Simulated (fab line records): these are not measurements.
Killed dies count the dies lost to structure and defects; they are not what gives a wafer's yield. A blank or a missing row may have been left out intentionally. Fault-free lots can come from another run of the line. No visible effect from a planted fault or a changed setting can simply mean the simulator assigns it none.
Matching of chambers ; flow nand_harc ; NHARC_P_M1_CMP_23 on cmp-03 has 4 sister chambers
The step polishes, t overpolish 20 s, target thk 157.82 nm. 18 wafers are shown with their chamber, then 9 later ones without.

== WAFERS PAIRED WITH THEIR CHAMBERS ==
wafer;chamber;motor_current_A (A);time_to_endpoint_s (s)
L076.1;2;9.3;25.6
L076.2;0;11.5;22.7
L076.3;1;10.3;26.5
L077.2;0;12.0;26.4
L077.3;1;11.1;30.7
L077.5;0;12.0;26.1
L078.2;0;12.1;25.5
L078.4;1;10.2;28.8
L078.5;0;12.3;25.9
L080.1;2;8.8;31.5
L080.2;3;11.5;29.5
L080.4;0;11.8;28.3
L081.3;2;9.5;27.7
L081.5;2;8.7;26.7
L081.6;3;11.6;26.5
L084.4;2;9.4;30.2
L084.5;3;11.1;28.5
L084.6;0;12.3;24.6

SIGNATURES (means of the wafers above)
reading;chamber 0;chamber 1;chamber 2;chamber 3;scatter within a chamber
motor_current_A;12.000;10.533;9.140;11.400;0.342
time_to_endpoint_s;25.643;28.667;28.340;28.167;1.99
Rule: distance of a wafer from a chamber = root of the sum over the readings of ((wafer's reading minus chamber's mean) / reading's scatter) squared. If the next closest chamber is less than 2 further off than the closest, the wafer can't be placed; otherwise it belongs to the closest. The scatter: take each reading less its chamber's mean, square it, sum over the shown wafers, divide by the number of wafers less the number of chambers, and take the root.

== WAFERS WITH NO CHAMBER GIVEN ==
wafer;motor_current_A (A);time_to_endpoint_s (s)
L092.1;9.8;28.9
L092.2;12.0;27.2
L092.4;9.9;26.9
L093.1;12.2;26.1
L093.3;9.5;27.4
L093.6;10.7;29.2
L096.1;11.8;27.5
L096.5;9.0;32.5
L096.6;10.2;27.3

== WHICH CHAMBER EACH ONE RAN IN ==
wafer;from the rows above;in truth
L092.1;can't be placed: 2 or 1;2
L092.2;can't be placed: 0 or 3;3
L092.4;can't be placed: 1 or 2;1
L093.1;can't be placed: 0 or 3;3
L093.3;can't be placed: 2 or 1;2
L093.6;can't be placed: 1 or 3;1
L096.1;can't be placed: 0 or 3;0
L096.5;2;2
L096.6;can't be placed: 1 or 2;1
Correctly placed: 1 of 9. Unplaceable from these rows: 8, with the true chamber sitting among the candidates in 8. Wrongly placed: 0.
